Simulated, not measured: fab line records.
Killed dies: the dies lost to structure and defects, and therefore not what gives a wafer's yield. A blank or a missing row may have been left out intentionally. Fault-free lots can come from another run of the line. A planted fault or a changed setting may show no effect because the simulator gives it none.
A lot that was struck, set against a sound lot	flow n5 finfet	40 out of 1938 route steps
Sound: these wafers, L316.1, L316.2, L316.3. The struck wafers were L329.1, L329.2, L329.6. The cause comes at the end.
Order at every step that has rows: each side's tool, ch and its chambers, its first start. Under that, the readings that differ: sound wafers	struck wafers	difference of the means	sigmas: that difference in standard deviations of wafers without a fault.
alike: a reading whose means differ by less than 2 such deviations, as well as words and numbers matching on both sides. not compared: withheld readings; readings where some wafer has no value; bounds like >300 that might hide an equal value; numbers whose values overlap and for which the record gives no deviation.
The two part at a step that has a row with sigmas, a row that says differs or no value, or rows on one side only. Non-overlapping numbers with no deviation appear without sigmas and do not part them. Lack of a reading on every wafer of one side parts them only where that side has two or more wafers.

first, 12 steps without rows for these wafers: N5_MOL_CONTACT_COAG_PRECLEAN_111 (cleans in NF3:NH3, afs cycles 1, time 20 s, sublimation time 60 s); N5_MOL_CONTACT_COAG_TI_SIL_19 (material Ti, target thk 4.2 nm, time 15 s); N5_MOL_CONTACT_COAG_ALD_20 (deposits TiN, target thk 1.5 nm, pulse time 1 s, purge time 3 s); N5_MOL_CONTACT_COAG_SIL_ANNEAL_21 (time 60 s); N5_MOL_CONTACT_COAG_PRE_CLEAN_141 (time 60 s); N5_MOL_CONTACT_COAG_SPUTTER_143 (material Co, target thk 2.5 nm); N5_MOL_CONTACT_COAG_CO_FILL_22 (material Co, precursor CCTBA/H2, target thk 20 nm); N5_MOL_CONTACT_COAG_ANNEAL_113 (time 300 s); N5_MOL_CONTACT_COAG_PRE_CLEAN_142 (time 60 s); N5_MOL_CONTACT_COAG_SPUTTER_130 (material Co, target thk 47.5 nm); N5_MOL_CONTACT_COAG_PRECLEAN_125 (cleans in DIW, time 57.5 s); N5_MOL_CONTACT_COAG_SRD_126 (dry time 32 s).
N5_MOL_CONTACT_COAG_CMP_23: polishes, stops on SiO2, t overpolish 1.5 s, target thk 0 nm.
  sound on cmp-02 ch 1,2,3, day 5 00:19; struck on cmp-04 ch 1,2, day 8 00:19
  no value came back on the struck wafers for any of 6 readings (edge zone pressure frac, head pressure psi (psi) and others); on the sound wafers edge zone pressure frac reads 1.003 1.001 1.006
reading	sound	struck	difference	sigmas
model.Co_of_MOL_CONTACT_COAG_SPUTTER_130.thk nm (nm)	0 0 0	47.6 47.6 47.8	+47.7	
model.SiNx_of_GATE_CUT_SAC_CAP_01.thk nm (nm)	18.2 18.2 18.4	20.2 20.4 20.4	+2.1	
then, 3 steps without rows for these wafers: N5_MOL_CONTACT_COAG_WET_ETCH_26 (target Co, target depth 13 nm); N5_MOL_CONTACT_COAG_WET_ETCH_116 (etches the open film in SC1-inhibited, target depth 4.6 nm, rinse time 30 s); N5_MOL_CONTACT_COAG_ALD_27 (deposits SiOC, target thk 17 nm, pulse time 1.5 s, time 2720 s).
N5_MOL_CONTACT_COAG_CMP_28: polishes, stops on SiNx, t overpolish 0.85 s, target thk 14.522 nm.
  sound on cmp-03 ch 0,1,2, day 5 02:42; struck on cmp-04 ch 0,2,3, day 8 02:46
reading	sound	struck	difference	sigmas
model.SiNx_of_GATE_CUT_SAC_CAP_01.thk nm (nm)	17.8 17.8 18	19.8 20 20	+2.1	
  alike: edge zone pressure frac, head pressure psi, motor current A, platen rpm
N5_MOL_CONTACT_COAG_THK_MEAS_29:
  sound: film metro-02 at day 5 02:59; struck: film metro-02 at day 8 02:59
reading	sound	struck	difference	sigmas
MD_CAP_THK (nm)	17.89 17.79 18.01	19.87 20.03 19.89	+2.03	+25
then, 19 steps without rows for these wafers: N5_MOL_CONTACT_COAG_ALD_123 (deposits SiNx, target thk 5 nm, pulse time 1 s, purge time 2 s); N5_MOL_CONTACT_COAG_PECVD_31 (deposits SiO2 from TEOS/O2, target thk 46 nm, time 8.9 s); N5_MOL_CONTACT_COAG_COAT_75 (time 60 s, resist thk 60 nm); N5_MOL_CONTACT_COAG_COAT_76 (time 60 s, resist thk 10 nm); N5_MOL_CONTACT_COAG_COAT_77 (time 60 s, resist thk 10 nm); N5_MOL_CONTACT_COAG_COAT_78 (resist thk 40 nm); N5_MOL_CONTACT_COAG_EBR_80; N5_MOL_CONTACT_COAG_SOFTBAKE_79 (time 60 s); N5_MOL_CONTACT_COAG_EXPOSE_81 (exposes mask VG, defocus 0 nm); N5_MOL_CONTACT_COAG_PEB_82 (peb time 60 s); N5_MOL_CONTACT_COAG_DEVELOP_83 (develop time 30 s); N5_MOL_CONTACT_COAG_DESCUM_88 (chemistry O2, time 7 s); N5_MOL_CONTACT_COAG_ETCH_89 (etches underlayer in N2/H2, target depth 13 nm, time 10.4 s); N5_MOL_CONTACT_COAG_ETCH_90 (etches SiARC in CF4, target depth 13 nm, time 21.7 s); N5_MOL_CONTACT_COAG_ALD_131 (deposits SiO2, target thk 5 nm, pulse time 1 s, co reactant pulse time 1 s); N5_MOL_CONTACT_COAG_ETCHBACK_132 (etches SiO2 in CHF3, target depth 10 nm, time 6.7 s); N5_MOL_CONTACT_COAG_ETCH_91 (etches SOC in N2/H2, target depth 60 nm, overetch 21 nm, time 101.2 s); N5_MOL_CONTACT_COAG_STRIP_92 (strips in N2/H2); N5_MOL_CONTACT_COAG_STRIP_93 (strips in N2/H2).
N5_MOL_CONTACT_COAG_ETCH_47: etches SiNx in CH3F/O2, stops on W, target depth 27 nm.
  sound on rie diel-03 ch 0,1,2, day 5 04:36; struck on rie diel-06 ch 0,2, day 8 04:54
reading	sound	struck	difference	sigmas
etch rf on time s (s)	30.8 30.3 32.0	35.5 35.0 36.0	+4.5	+7
showerhead plenum p Torr (Torr)	2.11 2.05 2.05	1.94 1.97 1.94	-0.12	-2
model.etch.t clear s (s)	25.67 25.22 26.68	29.6 29.17 29.96	+3.7	
model.MOL_CONTACT_COAG.feature depth nm (nm)	18.4 18.4 18.6	20.6 20.8 20.6	+2.2	
model.etch.depth nm (nm)	17.86 17.8 18.01	19.83 20.05 19.93	+2.05	
  alike: CH3F_flow_sccm, drypump motor current A, oes product au, rf vpp V, throttle valve pct
  not compared: rf hours counter h
N5_BEOL_M4_RC_MEAS_101:
  the record has rows for the sound wafers here (prober-02 ch 0, day 8 11:53) and none for the struck ones
-- the record jumps here: 8 days lie between the struck wafers' starts before and after (it left off in module BEOL_M4 and takes up again in module PASSIVATION, whose first step shown is number 1936 of the route) --
N5_PASSIVATION_PROBE_49:
  rows exist in the record for the struck wafers here (prober-01, day 15 22:06), but not for the sound ones

WHERE THEY PART
Earliest at N5_MOL_CONTACT_COAG_CMP_23; latest, in this record, at N5_PASSIVATION_PROBE_49.

WHY: the cause the simulator had injected
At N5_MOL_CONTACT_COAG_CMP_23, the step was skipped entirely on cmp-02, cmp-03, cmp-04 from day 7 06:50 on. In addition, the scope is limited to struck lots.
